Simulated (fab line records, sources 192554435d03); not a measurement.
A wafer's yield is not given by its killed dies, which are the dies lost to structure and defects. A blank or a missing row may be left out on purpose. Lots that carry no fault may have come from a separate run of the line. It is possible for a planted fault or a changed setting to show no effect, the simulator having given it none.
Chamber matching + flow n5-finfet + N5_BEOL_M0_SAQP_DESCUM_19 on rie-diel-04 has 4 sister chambers
The step chemistry O2, time 7.9 s. 4 wafers are shown with their chamber, then 11 later ones without.

## EACH WAFER AND ITS CHAMBER
| wafer  | chamber | showerhead-plenum-p-Torr (Torr) |
|--------|---------|---------------------------------|
| L083.2 | 2       | 1.97                            |
| L085.1 | 1       | 2.18                            |
| L085.2 | 3       | 2.19                            |
| L090.1 | 0       | 2.13                            |

## WAFERS MISSING THEIR CHAMBER
| wafer  | showerhead-plenum-p-Torr (Torr) |
|--------|---------------------------------|
| L090.2 | 2.18                            |
| L090.5 | 2.19                            |
| L091.2 | 2.13                            |
| L091.4 | 2.18                            |
| L091.6 | 2.18                            |
| L093.1 | 1.97                            |
| L093.2 | 2.18                            |
| L093.5 | 2.18                            |
| L096.1 | 2.18                            |
| L096.4 | 2.12                            |
| L096.5 | 2.18                            |

## WHICH CHAMBER EACH WENT THROUGH
| wafer  | from the rows above | in truth                   |
|--------|---------------------|----------------------------|
| L090.2 | 1                   | 1                          |
| L090.5 | 3                   | 3                          |
| L091.2 | 0                   | 0                          |
| L091.4 | 1                   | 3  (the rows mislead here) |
| L091.6 | 1                   | 1                          |
| L093.1 | 2                   | 2                          |
| L093.2 | 1                   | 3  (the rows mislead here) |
| L093.5 | 1                   | 1                          |
| L096.1 | 1                   | 1                          |
| L096.4 | 0                   | 0                          |
| L096.5 | 1                   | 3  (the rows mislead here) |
8 of 11 placed correctly. Can't be placed from these rows: 0. 3 placed wrongly.
How it was worked out, from the rows above alone: a wafer's distance from a chamber is the root of the sum, over the readings, of the square of ((its reading less the chamber's mean) divided by the reading's scatter). The wafer belongs to the nearest chamber; if the next one is less than 2 further off, it can't be placed. The mean given for a chamber averages the wafers shown for that chamber. The scatter: with one shown wafer a chamber, the root of the mean of the squares of how far each hidden wafer lies from its nearest shown one.
